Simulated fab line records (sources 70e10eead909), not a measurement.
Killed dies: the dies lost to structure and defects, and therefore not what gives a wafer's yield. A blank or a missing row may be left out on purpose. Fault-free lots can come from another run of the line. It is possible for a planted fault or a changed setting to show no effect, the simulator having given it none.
Which of the tools did it? / flow nand_harc / 24 lots with 72 wafers sampled at 4 steps, on a route of 1159 steps

## WHAT THE GAUGES SHOWED, per wafer
NHARC_A_CONTACT_OVL_MEAS_70. Usual: overlay_x_nm -0.1 nm, standard deviation 0.95; overlay_y_nm -0.3 nm, standard deviation 0.66.
lot=L074; measured=day 16 04:31; on=overlay-01; overlay_x_nm (nm)=0.8 0.8 0.9; overlay_y_nm (nm)=0.2 0.1 0.4; flag=
lot=L076; measured=day 16 23:26; on=overlay-02; overlay_x_nm (nm)=-0.5 -0.6 -0.3; overlay_y_nm (nm)=0.2 0.2 -0.1; flag=
lot=L075; measured=day 17 04:10; on=overlay-01; overlay_x_nm (nm)=-0.2 -0.6 -0.4; overlay_y_nm (nm)=-0.4 -0.5 0.1; flag=
lot=L077; measured=day 17 07:28; on=overlay-02; overlay_x_nm (nm)=0.2 1.0 1.1; overlay_y_nm (nm)=-1.6 -0.8 -1.2; flag=
lot=L078; measured=day 17 11:09; on=overlay-01; overlay_x_nm (nm)=1.7 1.2 1.2; overlay_y_nm (nm)=-0.2 0.4 0.1; flag=
lot=L079; measured=day 17 14:29; on=overlay-02; overlay_x_nm (nm)=1.5 0.8 1.3; overlay_y_nm (nm)=-0.6 -0.9 -1.2; flag=
lot=L082; measured=day 18 09:35; on=overlay-01; overlay_x_nm (nm)=-1.3 -1.6 -1.8; overlay_y_nm (nm)=-1.2 -1.0 -1.1; flag=
lot=L084; measured=day 18 19:48; on=overlay-01; overlay_x_nm (nm)=0.4 0.6 0.4; overlay_y_nm (nm)=0.2 0.2 0.0; flag=
lot=L081; measured=day 18 21:55; on=overlay-01; overlay_x_nm (nm)=-0.5 -0.8 -0.9; overlay_y_nm (nm)=-1.2 -1.3 -1.5; flag=
lot=L083; measured=day 18 22:09; on=overlay-02; overlay_x_nm (nm)=-0.1 -0.6 -0.4; overlay_y_nm (nm)=0.0 0.5 -0.1; flag=
lot=L080; measured=day 19 01:28; on=overlay-01; overlay_x_nm (nm)=-0.4 -0.4 -0.6; overlay_y_nm (nm)=-0.8 0.2 -0.1; flag=
lot=L087; measured=day 19 21:22; on=overlay-01; overlay_x_nm (nm)=0.8 0.3 0.9; overlay_y_nm (nm)=-0.3 -0.5 -0.2; flag=
lot=L086; measured=day 19 21:53; on=overlay-02; overlay_x_nm (nm)=-1.5 -1.1 -1.8; overlay_y_nm (nm)=-1.1 -1.4 -0.6; flag=
lot=L089; measured=day 20 06:53; on=overlay-02; overlay_x_nm (nm)=0.3 0.7 0.1; overlay_y_nm (nm)=0.7 0.5 1.0; flag=
lot=L085; measured=day 20 08:39; on=overlay-01; overlay_x_nm (nm)=-0.9 -0.8 -1.5; overlay_y_nm (nm)=0.1 0.1 -0.2; flag=
lot=L088; measured=day 20 10:41; on=overlay-02; overlay_x_nm (nm)=-0.7 -1.1 -0.5; overlay_y_nm (nm)=0.5 0.6 1.0; flag=
lot=L091; measured=day 20 15:46; on=overlay-02; overlay_x_nm (nm)=0.3 0.6 0.7; overlay_y_nm (nm)=0.1 0.1 0.6; flag=
lot=L090; measured=day 20 17:28; on=overlay-01; overlay_x_nm (nm)=-0.9 -1.1 -1.1; overlay_y_nm (nm)=0.4 0.9 0.7; flag=
lot=L092; measured=day 21 02:19; on=overlay-01; overlay_x_nm (nm)=-0.4 -0.9 -1.2; overlay_y_nm (nm)=-0.3 -0.6 -0.6; flag=
lot=L093; measured=day 21 04:13; on=overlay-02; overlay_x_nm (nm)=-1.2 -1.6 -1.2; overlay_y_nm (nm)=-1.0 -0.5 -0.6; flag=
lot=L094; measured=day 21 17:16; on=overlay-02; overlay_x_nm (nm)=0.7 0.6 0.7; overlay_y_nm (nm)=-0.8 -1.1 -0.6; flag=
lot=L095; measured=day 21 18:11; on=overlay-02; overlay_x_nm (nm)=0.9 0.9 1.1; overlay_y_nm (nm)=-0.4 0.0 -0.6; flag=
lot=L096; measured=day 22 07:45; on=overlay-02; overlay_x_nm (nm)=0.7 1.2 0.8; overlay_y_nm (nm)=-0.4 -0.7 0.3; flag=
lot=L097; measured=day 22 12:22; on=overlay-01; overlay_x_nm (nm)=-0.8 -1.2 -0.8; overlay_y_nm (nm)=-0.9 -0.5 -0.9; flag=

## TOOL THAT RAN EACH LOT (tool first, then ch and the chambers of the sampled wafers, then the start)
lot=L074; NHARC_A_CONTACT_ETCH_50=rie_diel-04 ch 0,1,2, day 15 20:07 or earlier; NHARC_A_CONTACT_ETCH_114=har_cap_etch-03 ch 0,1, day 15 20:07; NHARC_A_CONTACT_ETCH_122=har_cap_etch-03 ch 0,1, day 15 21:05
lot=L076; NHARC_A_CONTACT_ETCH_50=rie_diel-04 ch 2,3, day 16 18:12 or earlier; NHARC_A_CONTACT_ETCH_114=har_cap_etch-01 ch 0,1, day 16 18:12; NHARC_A_CONTACT_ETCH_122=har_cap_etch-01 ch 0,1, day 16 18:56
lot=L075; NHARC_A_CONTACT_ETCH_50=rie_diel-04 ch 0,2, day 16 22:58 or earlier; NHARC_A_CONTACT_ETCH_114=har_cap_etch-02 ch 0,1, day 16 22:58; NHARC_A_CONTACT_ETCH_122=har_cap_etch-02 ch 0,1, day 16 23:41
lot=L077; NHARC_A_CONTACT_ETCH_50=rie_diel-05 ch 0,2, day 17 00:23 or earlier; NHARC_A_CONTACT_ETCH_114=har_cap_etch-03 ch 0,1, day 17 00:23; NHARC_A_CONTACT_ETCH_122=har_cap_etch-03 ch 0,1, day 17 01:21
lot=L078; NHARC_A_CONTACT_ETCH_50=rie_diel-04 ch 1,2, day 17 04:40 or earlier; NHARC_A_CONTACT_ETCH_114=har_cap_etch-03 ch 0,1, day 17 04:40; NHARC_A_CONTACT_ETCH_122=har_cap_etch-03 ch 0,1, day 17 05:38
lot=L079; NHARC_A_CONTACT_ETCH_50=rie_diel-07 ch 0,2,3, day 17 09:07 or earlier; NHARC_A_CONTACT_ETCH_114=har_cap_etch-01 ch 0,1, day 17 09:07; NHARC_A_CONTACT_ETCH_122=har_cap_etch-01 ch 0,1, day 17 09:51
lot=L082; NHARC_A_CONTACT_ETCH_50=rie_diel-04 ch 0,2,3, day 18 03:19 or earlier; NHARC_A_CONTACT_ETCH_114=har_cap_etch-02 ch 1, day 18 03:19; NHARC_A_CONTACT_ETCH_122=har_cap_etch-02 ch 1, day 18 04:03
lot=L084; NHARC_A_CONTACT_ETCH_50=rie_diel-04 ch 0,1,3, day 18 14:07 or earlier; NHARC_A_CONTACT_ETCH_114=har_cap_etch-03 ch 0,1, day 18 14:07; NHARC_A_CONTACT_ETCH_122=har_cap_etch-03 ch 0,1, day 18 14:51
lot=L081; NHARC_A_CONTACT_ETCH_50=rie_diel-07 ch 0,1, day 18 15:45 or earlier; NHARC_A_CONTACT_ETCH_114=har_cap_etch-02 ch 0,1, day 18 15:45; NHARC_A_CONTACT_ETCH_122=har_cap_etch-02 ch 0,1, day 18 16:29
lot=L083; NHARC_A_CONTACT_ETCH_50=rie_diel-04 ch 0,1, day 18 16:37 or earlier; NHARC_A_CONTACT_ETCH_114=har_cap_etch-01 ch 0,1, day 18 16:37; NHARC_A_CONTACT_ETCH_122=har_cap_etch-01 ch 0,1, day 18 17:21
lot=L080; NHARC_A_CONTACT_ETCH_50=rie_diel-05 ch 0,1,3, day 18 19:42 or earlier; NHARC_A_CONTACT_ETCH_114=har_cap_etch-02 ch 0,1, day 18 19:42; NHARC_A_CONTACT_ETCH_122=har_cap_etch-02 ch 0,1, day 18 20:26
lot=L087; NHARC_A_CONTACT_ETCH_50=rie_diel-04 ch 0,1,2, day 19 16:02 or earlier; NHARC_A_CONTACT_ETCH_114=har_cap_etch-02 ch 0,1, day 19 16:02; NHARC_A_CONTACT_ETCH_122=har_cap_etch-02 ch 0,1, day 19 16:46
lot=L086; NHARC_A_CONTACT_ETCH_50=rie_diel-05 ch 1,3, day 19 16:32 or earlier; NHARC_A_CONTACT_ETCH_114=har_cap_etch-01 ch 0,1, day 19 16:32; NHARC_A_CONTACT_ETCH_122=har_cap_etch-01 ch 0,1, day 19 17:16
lot=L089; NHARC_A_CONTACT_ETCH_50=rie_diel-07 ch 0,2,3, day 20 00:22 or earlier; NHARC_A_CONTACT_ETCH_114=har_cap_etch-01 ch 0,1, day 20 00:22; NHARC_A_CONTACT_ETCH_122=har_cap_etch-01 ch 0,1, day 20 01:06
lot=L085; NHARC_A_CONTACT_ETCH_50=rie_diel-04 ch 1,2,3, day 20 01:35 or earlier; NHARC_A_CONTACT_ETCH_114=har_cap_etch-02 ch 0,1, day 20 01:35; NHARC_A_CONTACT_ETCH_122=har_cap_etch-02 ch 0,1, day 20 02:19
lot=L088; NHARC_A_CONTACT_ETCH_50=rie_diel-04 ch 0,2,3, day 20 04:31 or earlier; NHARC_A_CONTACT_ETCH_114=har_cap_etch-03 ch 0, day 20 04:31; NHARC_A_CONTACT_ETCH_122=har_cap_etch-03 ch 0, day 20 05:29
lot=L091; NHARC_A_CONTACT_ETCH_50=rie_diel-04 ch 1,2, day 20 08:26 or earlier; NHARC_A_CONTACT_ETCH_114=har_cap_etch-03 ch 0,1, day 20 08:26; NHARC_A_CONTACT_ETCH_122=har_cap_etch-03 ch 0,1, day 20 09:24
lot=L090; NHARC_A_CONTACT_ETCH_50=rie_diel-04 ch 0,1,3, day 20 09:52 or earlier; NHARC_A_CONTACT_ETCH_114=har_cap_etch-02 ch 0,1, day 20 09:52; NHARC_A_CONTACT_ETCH_122=har_cap_etch-02 ch 0,1, day 20 10:35
lot=L092; NHARC_A_CONTACT_ETCH_50=rie_diel-05 ch 0,2,3, day 20 18:11 or earlier; NHARC_A_CONTACT_ETCH_114=har_cap_etch-03 ch 0,1, day 20 18:11; NHARC_A_CONTACT_ETCH_122=har_cap_etch-03 ch 0,1, day 20 19:10
lot=L093; NHARC_A_CONTACT_ETCH_50=rie_diel-07 ch 0,1,2, day 20 20:07 or earlier; NHARC_A_CONTACT_ETCH_114=har_cap_etch-02 ch 0,1, day 20 20:07; NHARC_A_CONTACT_ETCH_122=har_cap_etch-02 ch 0,1, day 20 20:50
lot=L094; NHARC_A_CONTACT_ETCH_50=rie_diel-04 ch 0,1,2, day 21 11:54 or earlier; NHARC_A_CONTACT_ETCH_114=har_cap_etch-01 ch 0,1, day 21 11:54; NHARC_A_CONTACT_ETCH_122=har_cap_etch-01 ch 0,1, day 21 12:38
lot=L095; NHARC_A_CONTACT_ETCH_50=rie_diel-07 ch 0,1,3, day 21 13:01 or earlier; NHARC_A_CONTACT_ETCH_114=har_cap_etch-03 ch 0,1, day 21 13:01; NHARC_A_CONTACT_ETCH_122=har_cap_etch-03 ch 0,1, day 21 13:44
lot=L096; NHARC_A_CONTACT_ETCH_50=rie_diel-05 ch 0,2,3, day 22 02:44 or earlier; NHARC_A_CONTACT_ETCH_114=har_cap_etch-02 ch 0,1, day 22 02:44; NHARC_A_CONTACT_ETCH_122=har_cap_etch-02 ch 0,1, day 22 03:27
lot=L097; NHARC_A_CONTACT_ETCH_50=rie_diel-05 ch 2,3, day 22 06:56 or earlier; NHARC_A_CONTACT_ETCH_114=har_cap_etch-01 ch 0,1, day 22 06:56; NHARC_A_CONTACT_ETCH_122=har_cap_etch-01 ch 0,1, day 22 07:40
- NHARC_A_CONTACT_ETCH_50: etches the open film in CF4/CHF3, target depth 84.7 nm, time 42.4 s.
- NHARC_A_CONTACT_ETCH_114: etches the open film in C4F8/O2/Ar, time 94 s, target depth 922 nm.
- NHARC_A_CONTACT_ETCH_122: etches the open film in C4F8/O2/Ar, time 95 s, target depth 930 nm.

## WHAT THE TOOLS THEMSELVES READ (means of the sampled wafers that have a number; where no wafer has one, the mark that the record gives instead)
NHARC_A_CONTACT_ETCH_50. Usual: bias_w 200.0 W, standard deviation 0.66; drypump_motor_current_A 5.6 A, standard deviation 0.51; oes_product_au 0.942 a.u., standard deviation 0.026; rf_vpp_V 371.2 V, standard deviation 1.8; showerhead_plenum_p_Torr 1.59 Torr, standard deviation 0.048; throttle_valve_pct 16.803 %, standard deviation 0.0096.
lot=L074; tool=rie_diel-04; bias_w (W)=199.9; drypump_motor_current_A (A)=5.6; oes_product_au (a.u.)=0.965; rf_vpp_V (V)=370.6; showerhead_plenum_p_Torr (Torr)=1.58; throttle_valve_pct (%)=16.793; flag=
lot=L076; tool=rie_diel-04; bias_w (W)=200.3; drypump_motor_current_A (A)=5.5; oes_product_au (a.u.)=0.992; rf_vpp_V (V)=373.0; showerhead_plenum_p_Torr (Torr)=1.64; throttle_valve_pct (%)=16.808; flag=
lot=L075; tool=rie_diel-04; bias_w (W)=200.5; drypump_motor_current_A (A)=5.8; oes_product_au (a.u.)=0.983; rf_vpp_V (V)=371.9; showerhead_plenum_p_Torr (Torr)=1.59; throttle_valve_pct (%)=16.803; flag=
lot=L077; tool=rie_diel-05; bias_w (W)=200.0; drypump_motor_current_A (A)=6.3; oes_product_au (a.u.)=0.958; rf_vpp_V (V)=370.9; showerhead_plenum_p_Torr (Torr)=1.56; throttle_valve_pct (%)=16.806; flag=
lot=L078; tool=rie_diel-04; bias_w (W)=200.1; drypump_motor_current_A (A)=5.6; oes_product_au (a.u.)=0.941; rf_vpp_V (V)=371.3; showerhead_plenum_p_Torr (Torr)=1.60; throttle_valve_pct (%)=16.806; flag=
lot=L079; tool=rie_diel-07; bias_w (W)=200.3; drypump_motor_current_A (A)=5.6; oes_product_au (a.u.)=0.921; rf_vpp_V (V)=371.6; showerhead_plenum_p_Torr (Torr)=1.60; throttle_valve_pct (%)=16.787; flag=
lot=L082; tool=rie_diel-04; bias_w (W)=199.8; drypump_motor_current_A (A)=5.8; oes_product_au (a.u.)=0.975; rf_vpp_V (V)=372.3; showerhead_plenum_p_Torr (Torr)=1.60; throttle_valve_pct (%)=16.804; flag=
lot=L084; tool=rie_diel-04; bias_w (W)=200.2; drypump_motor_current_A (A)=5.5; oes_product_au (a.u.)=0.929; rf_vpp_V (V)=370.7; showerhead_plenum_p_Torr (Torr)=1.59; throttle_valve_pct (%)=16.797; flag=
lot=L081; tool=rie_diel-07; bias_w (W)=200.3; drypump_motor_current_A (A)=5.0; oes_product_au (a.u.)=0.930; rf_vpp_V (V)=372.8; showerhead_plenum_p_Torr (Torr)=1.65; throttle_valve_pct (%)=16.811; flag=
lot=L083; tool=rie_diel-04; bias_w (W)=200.5; drypump_motor_current_A (A)=5.6; oes_product_au (a.u.)=0.967; rf_vpp_V (V)=369.5; showerhead_plenum_p_Torr (Torr)=1.55; throttle_valve_pct (%)=16.803; flag=
lot=L080; tool=rie_diel-05; bias_w (W)=199.7; drypump_motor_current_A (A)=5.9; oes_product_au (a.u.)=0.917; rf_vpp_V (V)=370.5; showerhead_plenum_p_Torr (Torr)=1.58; throttle_valve_pct (%)=16.805; flag=
lot=L087; tool=rie_diel-04; bias_w (W)=200.4; drypump_motor_current_A (A)=5.6; oes_product_au (a.u.)=0.925; rf_vpp_V (V)=370.8; showerhead_plenum_p_Torr (Torr)=1.57; throttle_valve_pct (%)=16.802; flag=
lot=L086; tool=rie_diel-05; bias_w (W)=200.3; drypump_motor_current_A (A)=5.9; oes_product_au (a.u.)=0.924; rf_vpp_V (V)=370.4; showerhead_plenum_p_Torr (Torr)=1.58; throttle_valve_pct (%)=16.802; flag=
lot=L089; tool=rie_diel-07; bias_w (W)=199.9; drypump_motor_current_A (A)=5.6; oes_product_au (a.u.)=0.927; rf_vpp_V (V)=371.6; showerhead_plenum_p_Torr (Torr)=1.60; throttle_valve_pct (%)=16.798; flag=
lot=L085; tool=rie_diel-04; bias_w (W)=200.4; drypump_motor_current_A (A)=5.4; oes_product_au (a.u.)=0.965; rf_vpp_V (V)=371.8; showerhead_plenum_p_Torr (Torr)=1.60; throttle_valve_pct (%)=16.810; flag=
lot=L088; tool=rie_diel-04; bias_w (W)=199.9; drypump_motor_current_A (A)=5.7; oes_product_au (a.u.)=0.970; rf_vpp_V (V)=371.3; showerhead_plenum_p_Torr (Torr)=1.60; throttle_valve_pct (%)=16.808; flag=
lot=L091; tool=rie_diel-04; bias_w (W)=199.5; drypump_motor_current_A (A)=5.6; oes_product_au (a.u.)=0.948; rf_vpp_V (V)=371.7; showerhead_plenum_p_Torr (Torr)=1.59; throttle_valve_pct (%)=16.802; flag=
lot=L090; tool=rie_diel-04; bias_w (W)=200.0; drypump_motor_current_A (A)=5.4; oes_product_au (a.u.)=0.922; rf_vpp_V (V)=370.6; showerhead_plenum_p_Torr (Torr)=1.58; throttle_valve_pct (%)=16.806; flag=
lot=L092; tool=rie_diel-05; bias_w (W)=200.5; drypump_motor_current_A (A)=6.3; oes_product_au (a.u.)=0.923; rf_vpp_V (V)=369.5; showerhead_plenum_p_Torr (Torr)=1.55; throttle_valve_pct (%)=16.806; flag=
lot=L093; tool=rie_diel-07; bias_w (W)=199.2; drypump_motor_current_A (A)=5.5; oes_product_au (a.u.)=0.941; rf_vpp_V (V)=371.4; showerhead_plenum_p_Torr (Torr)=1.60; throttle_valve_pct (%)=16.794; flag=
lot=L094; tool=rie_diel-04; bias_w (W)=199.6; drypump_motor_current_A (A)=5.6; oes_product_au (a.u.)=0.975; rf_vpp_V (V)=370.1; showerhead_plenum_p_Torr (Torr)=1.57; throttle_valve_pct (%)=16.805; flag=
lot=L095; tool=rie_diel-07; bias_w (W)=199.8; drypump_motor_current_A (A)=5.0; oes_product_au (a.u.)=0.912; rf_vpp_V (V)=370.6; showerhead_plenum_p_Torr (Torr)=1.61; throttle_valve_pct (%)=16.808; flag=
lot=L096; tool=rie_diel-05; bias_w (W)=200.3; drypump_motor_current_A (A)=6.3; oes_product_au (a.u.)=0.924; rf_vpp_V (V)=369.8; showerhead_plenum_p_Torr (Torr)=1.55; throttle_valve_pct (%)=16.807; flag=
lot=L097; tool=rie_diel-05; bias_w (W)=201.0; drypump_motor_current_A (A)=6.3; oes_product_au (a.u.)=0.927; rf_vpp_V (V)=370.1; showerhead_plenum_p_Torr (Torr)=1.57; throttle_valve_pct (%)=16.809; flag=

## THE ANSWER, worked out from the rows above alone
Rule: a lot is off if the mean of its wafers that have a number lies more than 3 standard deviations from the usual mean. A lot without any number at a reading at which 4 lots or more have one is off too. Any other lot the step has rows for is counted as sound. First the gauges in route order, then the tools' own readings, where a lot's mean is used as printed above. At the first step where some lot is off, the reading lying furthest off is the one used; lots without a number count as furthest.
Across all readings shown, no lot is off: no conclusion can be drawn from this.

## WHAT WAS PUT IN BY THE SIMULATOR
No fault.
